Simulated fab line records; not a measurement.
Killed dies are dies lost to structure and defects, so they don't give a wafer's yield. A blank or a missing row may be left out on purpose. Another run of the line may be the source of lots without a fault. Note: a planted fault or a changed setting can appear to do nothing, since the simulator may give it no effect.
fab line records	flow nand_harc
record: lots: 7	wafers: 21	last_day: 33
route steps=1302 shown P_M2@339 P_BONDPAD@351 END@1302
lots that met no fault: taken from a fault-free run of the same line
start_h: start of the lot's first displayed wafer, in hours after the record's first day	wait_h: hours elapsed since this lot's preceding step	" identical to the entry in the row above	L1.1+2: a row that stands for several wafers	- no value, or no start was given	* or withheld: withheld	< > ~ a bound
route shown NAME@n: a module of which the file shows steps, and the number in the route of the first	usual: mean/standard deviation of fault-free wafers	same: alike in all rows	chamber/n: place in a boat	sites: each site's reading	_std_site: the standard deviation of these	_edge_site: inner sites' mean taken away from outer sites' mean	radius_mm: for every site, how far away it sits from the centre of the wafer	mask NAME#n: copy n	behind: the last tool/chamber to shape the wafer	hold: cause of the lot's hold/its duration in hours/its outcome	device: the transistor (n, p or np) that didn't switch	end of line: the same wafers' tests at the end of the route	where a step has no rows: the recipe by itself	killed: the dies lost at the first sort to structure and to defects; this is not the yield of the wafer	map: the dies of a wafer, with x for killed, . for not killed, _ for no die there
set.NAME: setting as actually run; set.NAME@STEP: the setting as run at that earlier step	model.NAME: the simulator's own value behind a step, which no gauge read
lots seen at some steps along the route; tables by step, rows by wafer
services: from which hour (start_h, from the record's first day; less than 0 if before it) a tool's chamber was out of use, for how many hours, and why
== steps ==
step: NHARC_P_M2_PRE_CLEAN_30
recipe: time_s: 30	temp_c: 280	gas: H2/He
step: NHARC_P_M2_PVD_20
recipe: target_thk_a: 50	bias_v: 168.6	power_w: 15000	chamber_pressure_pa: 0.12	time_s: 8.06	substrate_temp_c: 50	material: TaN
step: NHARC_P_M2_PVD_21
recipe: target_thk_a: 300	chamber_pressure_pa: 5	power_w: 5000	substrate_temp_c: 30	time_s: 20.49	material: Cu
usual: substrate_temp_c: 30.01/0.11	throttle_valve_pct: 29.8/1.1
lot.wafer	tool	chamber	start_h	wait_h	substrate_temp_c	throttle_valve_pct
L516.1	pvd_sputter-01	-	-	-	30.08	28.2
L516.4	"	-	"	"	30.12	29.3
L516.5	"	-	"	"	30.19	28.4
L517.3	pvd_sputter-01	-	-	-	30.02	28.5
L517.1	"	-	"	"	29.81	30.0
L517.5	"	-	"	"	29.96	28.0
L521.3	pvd_sputter-02	-	-	-	29.88	29.1
L521.2	"	-	"	"	29.90	30.6
L521.5	"	-	"	"	30.15	30.9
L522.3	pvd_sputter-02	-	-	-	30.15	30.8
L522.2	"	-	"	"	30.04	31.2
L522.1	"	-	"	"	30.09	30.2
L525.2	pvd_sputter-03	-	-	-	30.24	28.7
L525.4	"	-	"	"	30.05	29.5
L525.1	"	-	"	"	29.87	30.0
L530.4	pvd_sputter-03	-	-	-	29.97	29.8
L530.3	"	-	"	"	30.25	32.4
L530.5	"	-	"	"	30.05	29.9
L533.4	pvd_sputter-02	-	-	-	30.00	31.1
L533.3	"	-	"	"	29.99	29.5
L533.6	"	-	"	"	30.13	30.5
step: NHARC_P_M2_ECD_22
recipe: target_thk_a: 4000	bath_temp_c: 25	material: Cu
step: NHARC_P_M2_ANNEAL_31
recipe: temp_c: 225	time_s: 90
usual: anneal_temp_c: 224.99/0.2	wafer_temp_C_max: 226.3/0.32
lot.wafer	tool	chamber	start_h	wait_h	anneal_temp_c	wafer_temp_C_max
L516.1	rtp_anneal-02	0	175.17	-	224.55	226.6
L516.4	"	0	"	"	224.55	226.3
L516.5	"	0	"	"	224.52	226.1
L517.1	rtp_anneal-01	0	188.33	0.3	225.21	226.0
L517.3	"	0	"	"	225.11	226.1
L517.5	"	0	"	"	225.22	226.2
L521.2	rtp_anneal-02	0	228.53	-	225.16	226.6
L521.3	"	0	"	"	225.07	226.3
L521.5	"	0	"	"	225.21	226.3
L522.1	rtp_anneal-01	0	244.60	-	225.03	225.8
L522.2	"	0	"	"	224.94	226.4
L522.3	"	0	"	"	225.19	226.2
L525.1	rtp_anneal-02	0	260.30	-	225.04	226.7
L525.2	"	0	"	"	225.24	226.8
L525.4	"	0	"	"	225.09	226.8
L530.3	rtp_anneal-01	0	310.97	0.3	224.91	226.8
L530.4	"	0	"	"	224.84	226.6
L530.5	"	0	"	"	224.96	225.9
L533.3	rtp_anneal-02	0	340.59	0.3	224.98	226.4
L533.4	"	0	"	"	225.09	225.9
L533.6	"	0	"	"	225.03	227.6
step: NHARC_P_M2_CMP_23
recipe: t_overpolish_s: 20	target_thk_nm: 144.3
usual: motor_current_A: 11.7/0.95	slurry_flow_ml_min: 150.0/0.48	time_to_endpoint_s: 28.6/2.7
same: t_overpolish_s: 20
lot.wafer	tool	chamber	start_h	wait_h	motor_current_A	slurry_flow_ml_min	time_to_endpoint_s
L516.1	cmp-01	3	175.57	-	11.2	148.8	24.8
L516.4	"	0	"	"	11.1	150.0	28.0
L516.5	"	1	"	"	12.2	150.1	23.7
L517.3	cmp-03	2	188.67	-	12.7	150.2	26.6
L517.1	"	0	"	"	11.2	150.2	25.3
L517.5	"	2	"	"	12.7	149.9	27.6
L521.3	cmp-01	1	228.82	-	12.7	149.8	29.6
L521.2	"	3	"	"	11.1	149.6	30.3
L521.5	"	2	"	"	13.6	149.6	33.9
L522.1	cmp-01	2	244.95	-	13.3	150.4	34.3
L522.3	"	0	"	"	11.3	150.4	30.1
L522.2	"	1	"	"	11.4	149.9	28.3
L525.1	cmp-03	3	260.65	-	11.6	150.0	27.8
L525.4	"	0	"	"	11.4	149.0	26.9
L525.2	"	2	"	"	12.9	150.4	28.5
L530.3	cmp-03	0	311.27	-	11.7	150.1	28.4
L530.4	"	1	"	"	11.2	149.6	31.7
L530.5	"	2	"	"	12.6	150.5	31.8
L533.4	cmp-04	2	340.85	-	10.5	150.4	28.4
L533.3	"	3	"	"	11.1	150.2	32.1
L533.6	"	2	"	"	10.3	150.6	25.2
step: NHARC_P_M2_THK_MEAS_24
recipe: thk_meas_gauge: xrf
usual: thk_nm: 144.3/1.5
lot.wafer	tool	chamber	start_h	wait_h	thk_nm
L516.1	film_metro-02	-	175.83	-	145.4
L516.4	"	-	"	"	145.2
L516.5	"	-	"	"	146.5
L517.1	film_metro-01	-	188.98	-	143.5
L517.3	"	-	"	"	145.6
L517.5	"	-	"	"	144.8
L521.2	film_metro-02	-	229.13	-	143.9
L521.3	"	-	"	"	144.4
L521.5	"	-	"	"	145.2
L522.1	film_metro-02	-	245.27	-	145.8
L522.2	"	-	"	"	145.2
L522.3	"	-	"	"	142.8
L525.1	film_metro-01	-	260.96	-	147.0
L525.2	"	-	"	"	142.9
L525.4	"	-	"	"	143.2
L530.3	film_metro-01	-	311.53	-	142.3
L530.4	"	-	"	"	145.7
L530.5	"	-	"	"	146.7
L533.3	film_metro-02	-	341.14	-	144.1
L533.4	"	-	"	"	144.5
L533.6	"	-	"	"	142.3
step: NHARC_P_M2_SRD_25
step: NHARC_P_M2_INSPECT_27
usual: raw_defect_count: 332/130
lot.wafer	tool	chamber	start_h	wait_h	raw_defect_count
L516.1	defect_inspect-02	-	175.99	0.0	218
L516.4	"	-	"	"	208
L516.5	"	-	"	"	274
L517.1	defect_inspect-02	-	189.14	0.0	251
L517.3	"	-	"	"	280
L517.5	"	-	"	"	174
L521.2	defect_inspect-02	-	229.29	0.0	492
L521.3	"	-	"	"	303
L521.5	"	-	"	"	254
L522.1	defect_inspect-01	-	245.42	0.0	304
L522.2	"	-	"	"	324
L522.3	"	-	"	"	285
L525.1	defect_inspect-02	-	261.12	0.0	283
L525.2	"	-	"	"	185
L525.4	"	-	"	"	162
L530.3	defect_inspect-02	-	311.69	0.0	220
L530.4	"	-	"	"	270
L530.5	"	-	"	"	167
L533.3	defect_inspect-02	-	341.30	0.0	254
L533.4	"	-	"	"	288
L533.6	"	-	"	"	459
step: NHARC_P_M2_PRE_CLEAN_32
recipe: time_s: 12	temp_c: 370	rf_power_w: 300	gas: NH3
step: NHARC_P_M2_DEP_33
recipe: target_thk_a: 300	temp_c: 370	target_thk_nm: 30	pressure_torr: 3	flow_sccm: 200	rf_w: 450	material: SiCN
usual: heater_power_w: 569/88
lot.wafer	tool	chamber	start_h	wait_h	heater_power_w	since_wet_clean_h
L516.1	pecvd-04	0	176.18	0.1	559	75
L516.5	"	2	"	"	503	-
L516.4	"	0	"	"	567	-
L517.1	pecvd-01	2	189.28	0.1	369	46
L517.3	"	0	"	"	644	46
L517.5	"	0	"	"	648	-
L521.3	pecvd-04	1	229.44	0.1	714	128
L521.2	"	0	"	"	555	128
L521.5	"	0	"	"	547	-
L522.3	pecvd-02	1	245.57	0.1	467	6
L522.2	"	2	"	"	523	6
L522.1	"	0	"	"	742	6
L525.2	pecvd-04	0	261.50	0.1	478	160
L525.1	"	1	"	"	613	160
L525.4	"	1	"	"	642	-
L530.3	pecvd-04	1	311.83	0.1	649	30
L530.5	"	1	"	"	656	-
L530.4	"	0	"	"	556	-
L533.3	pecvd-01	2	341.49	0.1	416	17
L533.6	"	2	"	"	414	-
L533.4	"	0	"	"	641	-
step: NHARC_P_BONDPAD_DEP_00
recipe: target_thk_a: 2500	temp_c: 370	target_thk_nm: 250	pressure_torr: 3	flow_sccm: 200	rf_w: 450	material: SiCN
usual: heater_power_w: 568/97
lot.wafer	tool	chamber	start_h	wait_h	heater_power_w	since_wet_clean_h
L516.1	pecvd-01	0	176.59	-	704	33
L516.4	"	2	"	"	407	-
L516.5	"	0	"	"	723	-
L517.3	pecvd-02	2	189.70	-	554	131
L517.1	"	1	"	"	492	131
L517.5	"	0	"	"	685	-
L521.3	pecvd-04	1	229.83	-	626	129
L521.2	"	2	"	"	478	129
L521.5	"	1	"	"	652	-
L521.3	pecvd-04	1	230.83	-	636	-
L521.2	"	2	"	"	476	-
L521.5	"	1	"	"	622	-
L522.1	pecvd-01	1	245.98	-	561	103
L522.2	"	2	"	"	377	103
L522.3	"	0	"	"	717	103
L525.2	pecvd-01	0	261.91	-	714	119
L525.1	"	2	"	"	471	119
L525.4	"	2	"	"	370	-
L525.2	pecvd-01	0	262.51	-	713	-
L525.1	"	2	"	"	461	-
L525.4	"	2	"	"	371	-
L530.3	pecvd-04	1	312.31	-	675	30
L530.5	"	2	"	"	536	-
L530.4	"	0	"	"	554	-
L530.3	pecvd-04	1	312.88	-	668	-
L530.5	"	2	"	"	547	-
L530.4	"	0	"	"	564	-
L533.3	pecvd-02	2	341.86	-	535	102
L533.4	"	0	"	"	723	-
L533.6	"	1	"	"	541	-
step: NHARC_P_BONDPAD_CMP_32
recipe: target_thk_nm: 200	material: SiCN
usual: motor_current_A: 11.8/1.2	slurry_flow_ml_min: 150.0/0.45
lot.wafer	tool	chamber	start_h	wait_h	motor_current_A	slurry_flow_ml_min
L516.1	cmp-04	0	177.01	-	10.2	149.3
L516.4	"	1	"	"	13.2	149.7
L516.5	"	2	"	"	10.4	150.5
L517.1	cmp-02	3	190.13	-	14.3	149.8
L517.3	"	0	"	"	12.7	149.9
L517.5	"	2	"	"	10.7	150.6
L521.2	cmp-04	1	231.33	-	12.8	149.6
L521.3	"	0	"	"	10.3	150.2
L521.5	"	1	"	"	13.1	149.9
L522.1	cmp-01	2	246.41	-	12.6	149.7
L522.2	"	3	"	"	11.1	150.5
L522.3	"	0	"	"	11.4	151.0
L525.4	cmp-04	0	263.04	-	10.6	149.7
L525.1	"	1	"	"	13.0	149.6
L525.2	"	2	"	"	9.9	149.3
L530.3	cmp-01	1	313.29	-	12.7	150.9
L530.4	"	3	"	"	10.8	150.1
L530.5	"	1	"	"	12.5	149.9
L533.4	cmp-02	2	342.29	-	10.8	149.5
L533.3	"	0	"	"	12.9	149.9
L533.6	"	1	"	"	13.0	149.4
step: NHARC_END_SORT_01
recipe: temp_c: 25
usual: defect_limited_yield: 91.5/2.4	killed_at_array: 52/17	killed_at_other: 0.9/1.2	killed_at_periphery: 3.9/2.7	killed_dies: 57/16	killed_open: 3.3/1.9	killed_short: 2.5/1.5	sort_bin_2_pct: 3.0/1.2	sort_bin_3_pct: 0.6/0.34	sort_bin_4_pct: 4.8/1.3	sort_n_pass: 620/16	sort_rim_yield_pct: 89/4.3	sort_yield_pct: 91.5/2.4
same: gross_dies: 677	sort_bin_5_pct[%]: 0	sort_bin_6_pct[%]: 0	sort_bin_7_pct[%]: 0	sort_bin_8_pct[%]: 0	sort_rim_n_gross: 106.00
lot.wafer	tool	chamber	start_h	wait_h	defect_limited_yield[%]	killed_at_array	killed_at_other	killed_at_periphery	killed_dies	killed_open	killed_short	sort_bin_2_pct[%]	sort_bin_3_pct[%]	sort_bin_4_pct[%]	sort_n_pass	sort_rim_yield_pct[%]	sort_yield_pct[%]
L516.1	prober-01	0	597.40	2.5	91.3	56	1	2	59	4	2	3.4	0.7	4.6	618	86	91.3
L516.4	prober-01	0	599.79	3.4	91.3	58	0	1	59	5	5	4.7	0.3	3.7	618	85	91.3
L516.5	prober-01	0	600.59	3.7	90.1	64	0	3	67	4	5	4.1	0.9	4.9	610	91	90.1
L517.1	prober-01	0	637.41	2.5	95.3	28	1	3	32	5	4	1.2	0.3	3.2	645	92	95.3
L517.3	prober-01	0	639.03	3.1	96.5	23	0	1	24	1	3	0.9	0.3	2.4	653	94	96.5
L517.5	prober-01	0	640.65	3.7	95.6	25	3	2	30	5	1	1.2	0	3.2	647	91	95.6
L521.2	prober-02	0	655.62	2.8	90.3	59	3	4	66	1	4	3.5	0.4	5.8	611	92	90.3
L521.3	prober-02	0	656.42	3.1	89.7	62	2	6	70	5	2	4.1	0.4	5.8	607	90	89.7
L521.5	prober-02	0	658.03	3.7	90.4	59	3	3	65	6	2	3.5	1.2	4.9	612	94	90.4
L522.1	prober-02	0	669.80	2.5	93.1	39	1	7	47	3	1	2.5	0.6	3.8	630	88	93.1
L522.2	prober-02	0	670.59	2.8	94.4	29	1	8	38	1	0	1.8	0.3	3.5	639	88	94.4
L522.3	prober-02	0	671.38	3.1	94.1	36	0	4	40	5	2	1.3	0.4	4.1	637	91	94.1
L525.1	prober-01	0	677.50	2.5	90.8	58	1	3	62	4	3	2.5	0.6	6.1	615	91	90.8
L525.2	prober-01	0	678.31	2.8	91.0	55	6	0	61	3	1	3.4	0.4	5.2	616	95	91.0
L525.4	prober-01	0	679.94	3.4	89.2	65	2	6	73	2	0	3.8	0.4	6.5	604	87	89.2
L530.3	prober-01	0	742.93	3.1	92.0	45	4	5	54	4	2	3.5	0.1	4.3	623	88	92.0
L530.4	prober-01	0	743.71	3.4	90.4	61	2	2	65	4	5	4.7	0.3	4.6	612	91	90.4
L530.5	prober-01	0	744.50	3.6	90.4	59	1	5	65	2	2	4.0	0.6	5.0	612	91	90.4
L533.3	prober-02	0	791.29	3.1	96.3	23	0	2	25	2	2	1.0	0.7	1.9	652	92	96.3
L533.4	prober-02	0	792.08	3.4	92.9	43	0	5	48	2	1	1.9	0.1	5.0	629	89	92.9
L533.6	prober-02	0	793.68	4.0	92.0	47	0	7	54	2	4	2.5	1.0	4.4	623	90	92.0
killed by level:class
L516.1 A_CHANNEL_HOLE_D2:chamber_film_flake=26 A_SLIT:chamber_film_flake=21 A_CHANNEL_HOLE_D1:chamber_film_flake=2 P_STI:geometric_particle:open=1 P_CONTACT:geometric_particle:short=1 A_DECK1_JOINT:geometric_particle:open=1 A_CONTACT:geometric_particle:open=1 A_M0:geometric_particle:short=1
L516.4 A_CHANNEL_HOLE_D2:chamber_film_flake=31 A_SLIT:chamber_film_flake=12 A_CHANNEL_HOLE_D1:geometric_particle:short=2 A_ONON_D2:geometric_particle:open=2 A_CHANNEL_HOLE_D1:chamber_film_flake=2 A_STAIRCASE:chamber_film_flake=2 P_GATE:geometric_particle:short=1 A_ONON_D1:geometric_particle:short=1
L516.5 A_CHANNEL_HOLE_D2:chamber_film_flake=40 A_SLIT:chamber_film_flake=13 A_CONTACT:chamber_film_flake=2 P_GATE:geometric_particle:open=1 P_M1:geometric_particle:open=1 P_M2:geometric_particle:short=1 A_ONON_D1:geometric_particle:short=1 A_CHANNEL_FILL_D1:geometric_particle:short=1
L517.1 A_CHANNEL_HOLE_D2:chamber_film_flake=8 A_WL_FILL:chamber_film_flake=3 A_CONTACT:chamber_film_flake=3 A_DECK1_JOINT:chamber_film_flake=2 A_STAIRCASE:chamber_film_flake=2 P_CONTACT:geometric_particle:open=1 P_M1:geometric_particle:open=1 A_DECK1_JOINT:geometric_particle:short=1
L517.3 A_CHANNEL_HOLE_D2:chamber_film_flake=10 A_WL_FILL:chamber_film_flake=3 A_CONTACT:chamber_film_flake=3 A_ONON_D2:geometric_particle:short=2 A_CHANNEL_HOLE_D1:chamber_film_flake=2 P_M0:geometric_particle:short=1 A_CHANNEL_FILL_D2:geometric_particle:open=1 A_CHANNEL_FILL_D2:chamber_film_flake=1
L517.5 A_CHANNEL_HOLE_D2:chamber_film_flake=8 A_CONTACT:chamber_film_flake=6 A_CHANNEL_HOLE_D1:chamber_film_flake=2 A_STAIRCASE:chamber_film_flake=2 A_WL_FILL:chamber_film_flake=2 THIN_TSV:chamber_film_flake=2 P_M0:geometric_particle:open=1 A_ONON_D2:geometric_particle:open=1
L521.2 A_CHANNEL_HOLE_D1:chamber_film_flake=34 A_CHANNEL_HOLE_D2:chamber_film_flake=14 A_CONTACT:chamber_film_flake=3 THIN_TSV:chamber_film_flake=3 A_CHANNEL_FILL_D1:geometric_particle:short=2 P_STI:chamber_film_flake=2 A_CHANNEL_FILL_D1:chamber_film_flake=2 P_M0:geometric_particle:open=1
L521.3 A_CHANNEL_HOLE_D1:chamber_film_flake=37 A_CHANNEL_HOLE_D2:chamber_film_flake=11 A_CONTACT:chamber_film_flake=5 P_STI:chamber_film_flake=3 A_SLIT:chamber_film_flake=2 THIN_TSV:chamber_film_flake=2 P_GATE:geometric_particle:open=1 P_M0:geometric_particle:open=1
L521.5 A_CHANNEL_HOLE_D1:chamber_film_flake=40 A_CONTACT:chamber_film_flake=6 A_CHANNEL_HOLE_D2:chamber_film_flake=4 THIN_TSV:chamber_film_flake=3 A_BLC:geometric_particle:open=2 P_STI:chamber_film_flake=2 A_STAIRCASE:chamber_film_flake=2 P_M1:geometric_particle:open=1
L522.1 A_SLIT:chamber_film_flake=27 A_CONTACT:chamber_film_flake=3 A_M1:chamber_film_flake=3 P_STI:chamber_film_flake=2 A_CHANNEL_FILL_D1:chamber_film_flake=2 P_CONTACT:geometric_particle:short=1 P_M0:geometric_particle:open=1 A_ONON_D1:geometric_particle:open=1
L522.2 A_SLIT:chamber_film_flake=11 A_CONTACT:chamber_film_flake=8 A_CHANNEL_HOLE_D1:chamber_film_flake=6 P_GATE:chamber_film_flake=5 A_M1:chamber_film_flake=3 P_ZERO_WELL:chamber_film_flake=2 P_M0:geometric_particle:open=1 A_STAIRCASE:chamber_film_flake=1
L522.3 A_SLIT:chamber_film_flake=13 A_CHANNEL_HOLE_D1:chamber_film_flake=9 A_CHANNEL_FILL_D1:chamber_film_flake=4 A_CONTACT:chamber_film_flake=3 A_CHANNEL_FILL_D2:geometric_particle:open=2 A_ONON_D1:geometric_particle:short=1 A_CHANNEL_FILL_D1:geometric_particle:open=1 A_ONON_D2:geometric_particle:open=1
L525.1 A_CHANNEL_HOLE_D1:chamber_film_flake=30 A_CHANNEL_HOLE_D2:chamber_film_flake=16 A_SLIT:chamber_film_flake=2 A_CONTACT:chamber_film_flake=2 P_GATE:geometric_particle:open=1 P_M0:geometric_particle:open=1 A_ONON_D1:geometric_particle:open=1 A_DECK1_JOINT:geometric_particle:short=1
L525.2 A_CHANNEL_HOLE_D1:chamber_film_flake=37 A_CHANNEL_HOLE_D2:chamber_film_flake=6 THIN_TSV:chamber_film_flake=5 A_CONTACT:chamber_film_flake=5 A_SLIT:chamber_film_flake=4 A_DECK1_JOINT:geometric_particle:short=1 A_CHANNEL_FILL_D2:geometric_particle:open=1 A_BLC:geometric_particle:open=1
L525.4 A_CHANNEL_HOLE_D1:chamber_film_flake=32 A_CHANNEL_HOLE_D2:chamber_film_flake=18 A_SLIT:chamber_film_flake=8 A_CONTACT:chamber_film_flake=3 P_STI:chamber_film_flake=2 P_M1:chamber_film_flake=2 THIN_TSV:chamber_film_flake=2 A_M0:geometric_particle:open=1
L530.3 A_CHANNEL_HOLE_D1:chamber_film_flake=22 A_SLIT:chamber_film_flake=10 A_STAIRCASE:chamber_film_flake=6 P_M1:chamber_film_flake=4 THIN_TSV:chamber_film_flake=3 P_CONTACT:geometric_particle:open=1 A_CHANNEL_HOLE_D2:geometric_particle:open=1 A_CHANNEL_FILL_D2:geometric_particle:open=1
L530.4 A_CHANNEL_HOLE_D1:chamber_film_flake=32 A_SLIT:chamber_film_flake=12 A_CONTACT:chamber_film_flake=3 A_CONTACT:geometric_particle:open=2 A_CHANNEL_FILL_D2:chamber_film_flake=2 THIN_TSV:chamber_film_flake=2 P_GATE:geometric_particle:short=1 A_ONON_D1:geometric_particle:short=1
L530.5 A_CHANNEL_HOLE_D1:chamber_film_flake=38 A_SLIT:chamber_film_flake=12 A_CONTACT:chamber_film_flake=3 P_M1:chamber_film_flake=2 P_CONTACT:geometric_particle:open=1 A_ONON_D1:geometric_particle:short=1 A_CHANNEL_FILL_D1:geometric_particle:short=1 A_M0:geometric_particle:open=1
L533.3 A_SLIT:chamber_film_flake=12 A_STAIRCASE:chamber_film_flake=3 A_CHANNEL_HOLE_D2:chamber_film_flake=2 A_CONTACT:chamber_film_flake=2 P_CONTACT:geometric_particle:open=1 P_M0:geometric_particle:open=1 A_CHANNEL_HOLE_D1:geometric_particle:short=1 A_WL_FILL:geometric_particle:short=1
L533.4 A_SLIT:chamber_film_flake=30 A_CHANNEL_HOLE_D1:unspecified=4 P_STI:chamber_film_flake=3 A_CHANNEL_HOLE_D1:chamber_film_flake=2 P_CONTACT:geometric_particle:open=1 A_CHANNEL_FILL_D1:geometric_particle:short=1 A_M1:geometric_particle:open=1 P_GATE:chamber_film_flake=1
L533.6 A_SLIT:chamber_film_flake=30 A_STAIRCASE:chamber_film_flake=5 P_STI:chamber_film_flake=3 A_CONTACT:chamber_film_flake=2 P_GATE:geometric_particle:open=1 P_CONTACT:geometric_particle:short=1 P_M1:geometric_particle:short=1 P_M2:geometric_particle:short=1
== services ==
tool	chamber	start_h	hours	kind
pecvd-04	1	154.14	5.8	repair
cmp-03	-	163.29	4.0	pm
cmp-03	-	182.80	0.8	repair
cmp-01	-	187.27	4.0	pm
cmp-04	-	208.19	1.5	repair
pecvd-04	-	214.77	0.8	repair
cmp-03	-	217.96	5.9	repair
pecvd-02	-	227.00	13.0	pm
cmp-01	-	232.42	0.3	repair
cmp-04	-	247.24	3.5	repair
cmp-04	-	254.61	2.1	repair
cmp-01	-	259.82	4.5	repair
cmp-03	-	261.29	4.0	pm
pecvd-04	-	269.35	13.0	pm
cmp-04	-	274.44	0.9	repair
cmp-01	-	276.05	1.5	repair
cmp-01	-	285.27	4.0	pm
pecvd-04	-	297.80	0.6	repair
cmp-01	-	303.08	0.9	repair
cmp-04	-	307.66	4.0	pm
pecvd-01	-	311.40	13.0	pm
cmp-04	-	323.80	0.8	repair
cmp-04	-	334.05	4.2	repair
cmp-01	-	340.36	1.2	repair
== key ==
first_sign: step: NHARC_P_BONDPAD_DEP_00	reading: visit	direction: added
effect none on later readings
met_at NHARC_P_BONDPAD_DEP_00
struck_wafers L521.2,L521.3,L521.5,L525.1,L525.2,L525.4,L530.3,L530.4,L530.5
fault: kind: repeated_step_whole	tool: pecvd-01,pecvd-02,pecvd-04	chamber: -	onset_h: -	steps: NHARC_P_BONDPAD_DEP_00	times: 1	scope: struck_lots_only
